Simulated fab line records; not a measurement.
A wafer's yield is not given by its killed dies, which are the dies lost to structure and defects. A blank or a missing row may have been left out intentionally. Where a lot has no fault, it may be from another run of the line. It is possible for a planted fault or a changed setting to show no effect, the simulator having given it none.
Struck lot and sound lot, side by side    flow n5 finfet    37 out of 1938 route steps
Sound: these wafers, L349.1, L349.3. The struck wafers were L353.1, L353.4, L353.5. The cause comes at the end.
Per side, at each step with rows, come the tool, then ch with its chambers, and then its first start. Under that, the readings that differ: sound wafers    struck wafers    difference of the means    sigmas: that difference in standard deviations of wafers without a fault.
alike: words and numbers the same on both sides, and readings whose means are apart by under 2 such deviations; not compared: readings that were withheld, readings missing a value for some wafer, numbers with overlapping values and no deviation given by the record, and bounds like >300 which may hide the same value.
Wherever a step has rows on one side only, a row that says differs or no value, or a row with sigmas, the two part there. Non-overlapping numbers with no deviation appear without sigmas and do not part them. A reading missing from all wafers of one side parts the sides only when that side holds two or more wafers.

first, 3 steps without rows for these wafers: N5_BEOL_M2_ANNEAL_87 (time 240 s); N5_BEOL_M2_SPUTTER_88 (material Cu, target thk 4.5 nm, time 8.29 s); N5_BEOL_M2_ANNEAL_89 (time 240 s).
N5_BEOL_M2_SPUTTER_90: material Cu, target thk 4.5 nm, time 8.29 s.
  sound on pvd sputter-01, day 9 02:19; struck on pvd sputter-02, day 11 08:34
  alike: susceptor temp C, throttle valve pct
then, 1 step without rows for these wafers: N5_BEOL_M2_ANNEAL_91 (time 240 s).
N5_BEOL_M2_SPUTTER_92: material Cu, target thk 4.5 nm, time 8.29 s.
  sound on pvd sputter-01, day 9 02:32; struck on pvd sputter-02, day 11 08:47
  alike: susceptor temp C, throttle valve pct
then, 1 step without rows for these wafers: N5_BEOL_M2_ANNEAL_93 (time 240 s).
N5_BEOL_M2_SPUTTER_94: material Cu, target thk 4.5 nm, time 8.29 s.
  sound on pvd sputter-01, day 9 02:45; struck on pvd sputter-02, day 11 09:01
  alike: susceptor temp C, throttle valve pct
then, 3 steps without rows for these wafers: N5_BEOL_M2_ANNEAL_95 (time 240 s); N5_BEOL_M2_SPUTTER_96 (material Cu, target thk 4.5 nm, time 8.29 s); N5_BEOL_M2_ECD_50 (material Cu, target thk 300 nm).
N5_BEOL_M2_ANNEAL_51: time 90 s.
  sound on rtp anneal-02 ch 0, day 9 03:10; struck on rtp anneal-01 ch 0, day 11 09:25
  alike: wafer_temp_C_max
N5_BEOL_M2_CMP_52: polishes, stops on SiOC, t overpolish 6.8 s, target thk 40 nm.
  sound on cmp-03 ch 2,3, day 9 03:28; struck on cmp-03 ch 1,3, day 11 09:46
  alike: barrier field endpoint s, clearing platen down force psi, motor current A, overpolish run s, time to endpoint s
then, 4 steps without rows for these wafers: N5_BEOL_M2_PRE_CLEAN_60 (time 15 s); N5_BEOL_M2_CO_CAP_55 (material Co, precursor CCTBA/H2, target thk 2 nm, time 102.1 s); N5_BEOL_M2_PRE_CLEAN_56 (time 15 s); N5_BEOL_M2_DEP_57 (deposits SiCN from 3MS/NH3, target thk 8 nm, time 14 s).
N5_BEOL_M2_INSPECT_59: inspects for defects (darkfield).
  sound on defect inspect-02, day 9 04:02; struck on defect inspect-01, day 11 10:20
reading           sound  struck          difference  sigmas
raw defect count  68 63  1514 1500 1478  +1432       +72
then, 1 step without rows for these wafers: N5_BEOL_M3_ILD_DEP_00 (deposits SiOC from DEMS/O2, target thk 79 nm, time 15.3 s).
N5_BEOL_M3_THK_MEAS_01:
  sound on film metro-02, day 9 04:09; struck on film metro-01, day 11 10:26
  alike: M3_ILD_THK
then, 1 step without rows for these wafers: N5_BEOL_M3_PECVD_72 (deposits SiO2 from TEOS/O2, target thk 16 nm, time 18 s).
N5_BEOL_M3_HM_DEP_02: deposits TiN, target thk 20 nm.
  sound on pvd sputter-02, day 9 04:52; struck on pvd sputter-03, day 11 10:56
  alike: susceptor temp C, throttle valve pct
then, 9 steps without rows for these wafers: N5_BEOL_M3_COAT_61 (time 60 s, resist thk 60 nm); N5_BEOL_M3_COAT_62 (time 60 s, resist thk 12 nm); N5_BEOL_M3_COAT_73 (time 60 s, resist thk 5 nm); N5_BEOL_M3_COAT_05 (resist thk 30 nm); N5_BEOL_M3_EBR_07; N5_BEOL_M3_SOFTBAKE_06 (time 60 s); N5_BEOL_M3_EXPOSE_08 (exposes mask M3); N5_BEOL_M3_PEB_09 (peb time 60 s); N5_BEOL_M3_DEVELOP_10 (develop time 30 s).
N5_BEOL_M3_CD_MEAS_11: the cd target is 17.05 nm.
  sound on cd sem-02 ch 0, day 9 05:15; struck on cd sem-01 ch 0, day 11 11:20
  alike: cd nm
N5_BEOL_M3_OVL_MEAS_12:
  sound on overlay-01 ch 0, day 9 05:17; struck on overlay-01 ch 0, day 11 11:22
  alike: M3_OVL
N5_BEOL_M3_INSPECT_13: inspects for defects (brightfield).
  sound on defect inspect-02, day 9 05:20; struck on defect inspect-02, day 11 11:25
reading           sound    struck          difference  sigmas
raw defect count  553 541  1717 1813 1725  +1205       +13
then, 1 step without rows for these wafers: N5_BEOL_M3_DESCUM_16 (chemistry O2, time 7 s).
N5_BEOL_M4_RC_MEAS_101:
  sound on prober-01 ch 0, day 10 17:41; struck on prober-02 ch 0, day 12 11:06
  alike: DIBL_N, DIBL_P, IOFF_N, IOFF_P, ION_N, ION_P, SS_N, SS_P, VT_N, VT_P
-- record jumps: 4 days separate the struck wafers' starts on either side; left off in module BEOL_M4, taken up again in module PASSIVATION, whose first shown step is the route's number 1936 --
N5_PASSIVATION_PROBE_49:
  sound on prober-02, day 15 07:15; struck on prober-02, day 16 16:55
reading                   sound      struck          difference  sigmas
defect limited yield (%)  92.3 88.8  27.4 25.7 28.3  -63.4       -49
killed_at_M0_to_M3        38 51      816 813 802     +766        +79
killed dies               91 132     857 877 846     +748        +47
killed on rim             13 11      110 110 111     +98         +25
killed open               71 88      41 77 40        -27         -2
sort_bin_5_function (%)   4.5 5.8    48.3 48.7 49.2  +43.6       +51
sort_bin_6_memory (%)     3.1 5.1    17.9 18.5 17.5  +13.9       +21
sort n pass               1089 1048  323 303 334     -748        -47
sort yield pct (%)        92.3 88.8  27.4 25.7 28.3  -63.4       -45
  alike: killed_at_M4_up, killed at contacts, killed at front end, killed at other, killed short, sort_bin_8_speed

WHERE THEY PART
Last at N5_PASSIVATION_PROBE_49 as far as this record goes, first at N5_BEOL_M2_INSPECT_59.

WHY: what the simulator had put in
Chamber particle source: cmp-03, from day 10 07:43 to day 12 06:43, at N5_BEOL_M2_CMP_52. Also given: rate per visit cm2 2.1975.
